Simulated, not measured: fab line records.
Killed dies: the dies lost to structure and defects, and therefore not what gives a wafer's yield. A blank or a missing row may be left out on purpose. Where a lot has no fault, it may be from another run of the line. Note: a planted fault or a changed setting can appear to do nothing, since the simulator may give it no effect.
What tool caused it? :: flow nandHarc :: 14 lots, 42 wafers sampled, at 5 steps of a route of 1159

== WHAT THE GAUGES READ, wafer by wafer ==
NHARC_P_BONDPAD_THK_MEAS_20: measures by xrf.
lot: L415
measured: day 7 03:28
on: filmMetro-02
thkNm (nm): 161.0 161.6 161.4

lot: L414
measured: day 7 08:18
on: filmMetro-01
thkNm (nm): 161.7 162.0 161.4

lot: L413
measured: day 7 10:48
on: filmMetro-01
thkNm (nm): 160.0 161.9 161.2

lot: L417
measured: day 7 17:17
on: filmMetro-02
thkNm (nm): 159.0 160.6 161.1

lot: L420
measured: day 8 04:58
on: filmMetro-01
thkNm (nm): 161.2 161.5 160.4

lot: L419
measured: day 8 06:06
on: filmMetro-02
thkNm (nm): 162.1 160.6 159.1

lot: L422
measured: day 8 17:14
on: filmMetro-02
thkNm (nm): 161.8 159.6 161.7

lot: L421
measured: day 8 19:14
on: filmMetro-02
thkNm (nm): 161.6 161.3 162.3

lot: L424
measured: day 9 21:16
on: filmMetro-02
thkNm (nm): 160.5 161.6 160.2

lot: L427
measured: day 10 03:38
on: filmMetro-01
thkNm (nm): 165.1 162.4 162.8

lot: L430
measured: day 10 18:06
on: filmMetro-02
thkNm (nm): 161.8 160.5 162.5

lot: L429
measured: day 10 19:35
on: filmMetro-02
thkNm (nm): 159.7 158.3 160.5

lot: L434
measured: day 12 02:42
on: filmMetro-02
thkNm (nm): 161.7 161.5 159.7

lot: L435
measured: day 12 03:42
on: filmMetro-01
thkNm (nm): 161.5 160.9 161.4

NHARC_A_ONON_D1_THK_MEAS_11: measures by ellipsometry.
lot: L415
measured: day 8 05:20
on: filmMetro-02
thkNm (nm): 1002 1003 1001

lot: L414
measured: day 8 10:38
on: filmMetro-01
thkNm (nm): 982 981 982

lot: L413
measured: day 8 10:39
on: filmMetro-02
thkNm (nm): 991 992 991

lot: L417
measured: day 8 22:04
on: filmMetro-02
thkNm (nm): 1003 999 1001

lot: L420
measured: day 9 09:32
on: filmMetro-02
thkNm (nm): 1002 1003 1002

lot: L419
measured: day 9 09:49
on: filmMetro-01
thkNm (nm): 989 987 988

lot: L422
measured: day 9 21:05
on: filmMetro-01
thkNm (nm): 997 993 997

lot: L421
measured: day 9 20:59
on: filmMetro-02
thkNm (nm): 1014 1014 1011

lot: L424
measured: day 10 23:03
on: filmMetro-02
thkNm (nm): 997 997 996

lot: L427
measured: day 11 05:44
on: filmMetro-01
thkNm (nm): 1012 1012 1011

lot: L430
measured: day 11 19:41
on: filmMetro-02
thkNm (nm): 749 997 1000

lot: L429
measured: day 11 19:43
on: filmMetro-02
thkNm (nm): 998 997 998

lot: L434
measured: day 13 06:19
on: filmMetro-01
thkNm (nm): 1015 770 1017

lot: L435
measured: day 13 06:25
on: filmMetro-02
thkNm (nm): 1002 1003 1003

NHARC_END_SORT_01.
lot: L430
measured: day 24 06:10
on: prober-01
killedAtArray: 676 15 12
killedAtOther: 0 0 0
killedAtPeriphery: 1 4 4
killedDies: 677 19 16
killedOpen: 0 4 6
killedShort: 2 1 3

lot: L434
measured: day 25 23:37
on: prober-02
killedAtArray: 37 674 37
killedAtOther: 0 0 0
killedAtPeriphery: 3 3 6
killedDies: 40 677 43
killedOpen: 1 4 3
killedShort: 3 1 2

== WHAT TOOL EACH LOT RAN ON (gives the tool, then ch and the chambers of the sampled wafers, and finally the start) ==
lot: L415
NHARC_P_BONDPAD_ANNEAL_28: rtpAnneal-01 ch 0, day 7 02:55
NHARC_A_ONON_D1_DEP_09: pecvdOnon-02 ch 0, day 8 04:56

lot: L414
NHARC_P_BONDPAD_ANNEAL_28: rtpAnneal-01 ch 0, day 7 07:38
NHARC_A_ONON_D1_DEP_09: pecvdOnon-03 ch 0, day 8 10:08

lot: L413
NHARC_P_BONDPAD_ANNEAL_28: rtpAnneal-02 ch 0, day 7 10:11
NHARC_A_ONON_D1_DEP_09: pecvdOnon-02 ch 0, day 8 10:12

lot: L417
NHARC_P_BONDPAD_ANNEAL_28: rtpAnneal-02 ch 0, day 7 16:40
NHARC_A_ONON_D1_DEP_09: pecvdOnon-04 ch 0, day 8 21:36

lot: L420
NHARC_P_BONDPAD_ANNEAL_28: rtpAnneal-01 ch 0, day 8 04:20
NHARC_A_ONON_D1_DEP_09: pecvdOnon-04 ch 0, day 9 09:05

lot: L419
NHARC_P_BONDPAD_ANNEAL_28: rtpAnneal-02 ch 0, day 8 05:26
NHARC_A_ONON_D1_DEP_09: pecvdOnon-03 ch 0, day 9 09:18

lot: L422
NHARC_P_BONDPAD_ANNEAL_28: rtpAnneal-01 ch 0, day 8 16:34
NHARC_A_ONON_D1_DEP_09: pecvdOnon-02 ch 0, day 9 20:34

lot: L421
NHARC_P_BONDPAD_ANNEAL_28: rtpAnneal-01 ch 0, day 8 18:38
NHARC_A_ONON_D1_DEP_09: pecvdOnon-03 ch 0, day 9 20:32

lot: L424
NHARC_P_BONDPAD_ANNEAL_28: rtpAnneal-02 ch 0, day 9 20:35
NHARC_A_ONON_D1_DEP_09: pecvdOnon-03 ch 0, day 10 22:32

lot: L427
NHARC_P_BONDPAD_ANNEAL_28: rtpAnneal-02 ch 0, day 10 02:58
NHARC_A_ONON_D1_DEP_09: pecvdOnon-02 ch 0, day 11 05:13

lot: L430
NHARC_P_BONDPAD_ANNEAL_28: rtpAnneal-01 ch 0, day 10 17:29
NHARC_A_ONON_D1_DEP_09: pecvdOnon-03 ch 0, day 11 19:14

lot: L429
NHARC_P_BONDPAD_ANNEAL_28: rtpAnneal-01 ch 0, day 10 18:58
NHARC_A_ONON_D1_DEP_09: pecvdOnon-02 ch 0, day 11 19:14

lot: L434
NHARC_P_BONDPAD_ANNEAL_28: rtpAnneal-02 ch 0, day 12 02:08
NHARC_A_ONON_D1_DEP_09: pecvdOnon-03 ch 0, day 13 05:53

lot: L435
NHARC_P_BONDPAD_ANNEAL_28: rtpAnneal-01 ch 0, day 12 03:08
NHARC_A_ONON_D1_DEP_09: pecvdOnon-04 ch 0, day 13 06:01
- NHARC_P_BONDPAD_ANNEAL_28: time 90 s.
- NHARC_A_ONON_D1_DEP_09: target thk 1000 nm.

== WHAT THE TOOLS THEMSELVES READ (means of the sampled wafers that have a number; where no wafer has one, the mark that the record gives instead) ==
NHARC_P_BONDPAD_ANNEAL_28.
lot: L415
tool: rtpAnneal-01
wafer_temp_C_max: 226.4

lot: L414
tool: rtpAnneal-01
wafer_temp_C_max: 226.4

lot: L413
tool: rtpAnneal-02
wafer_temp_C_max: 225.4

lot: L417
tool: rtpAnneal-02
wafer_temp_C_max: 225.7

lot: L420
tool: rtpAnneal-01
wafer_temp_C_max: 226.3

lot: L419
tool: rtpAnneal-02
wafer_temp_C_max: 225.6

lot: L422
tool: rtpAnneal-01
wafer_temp_C_max: 226.2

lot: L421
tool: rtpAnneal-01
wafer_temp_C_max: 226.5

lot: L424
tool: rtpAnneal-02
wafer_temp_C_max: 225.6

lot: L427
tool: rtpAnneal-02
wafer_temp_C_max: 225.6

lot: L430
tool: rtpAnneal-01
wafer_temp_C_max: 226.6

lot: L429
tool: rtpAnneal-01
wafer_temp_C_max: 226.5

lot: L434
tool: rtpAnneal-02
wafer_temp_C_max: 225.5

lot: L435
tool: rtpAnneal-01
wafer_temp_C_max: 226.3

== THE ANSWER, worked out from the rows above alone ==
Rule: what is usual is taken from the lots themselves. Put in order of their means at a reading, lots are off if they are a third of the lots or fewer, leave a main group of 4 or more, and stand apart from it by a gap of 3 or more times the standard deviation of the main group's means; of several such gaps the widest counts. A main group whose means are all the same, to the digits that the tables above print for the reading, isn't used. A lot without any number at a reading at which 4 lots or more have one is off too. Where the step has rows for the other lots, those lots are counted as sound. After the gauges, taken in route order, come the tools' own readings; for these a lot's mean is taken, as printed above. At the first step where some lot is off, the reading lying furthest off is the one used; lots without a number count as furthest.
Off: L430, L434, at NHARC_A_ONON_D1_THK_MEAS_11 (thkNm). The main group: mean 999 nm, standard deviation 8.6.
If a tool, at a process step before that reading, ran all the lots that are off and no sound lot after the first of them, it fits. The gauges at NHARC_A_ONON_D1_THK_MEAS_11 are tried like those tools. One fits: pecvdOnon-03 at NHARC_A_ONON_D1_DEP_09. Its last sound lot is L424 (day 10 22:32), its first lot that is off L430 (day 11 19:14): a fault that began between those two fits.

== WHAT THE SIMULATOR PUT IN ==
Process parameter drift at NHARC_A_ONON_D1_DEP_09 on pecvdOnon-03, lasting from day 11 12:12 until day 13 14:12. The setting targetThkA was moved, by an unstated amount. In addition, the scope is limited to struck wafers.
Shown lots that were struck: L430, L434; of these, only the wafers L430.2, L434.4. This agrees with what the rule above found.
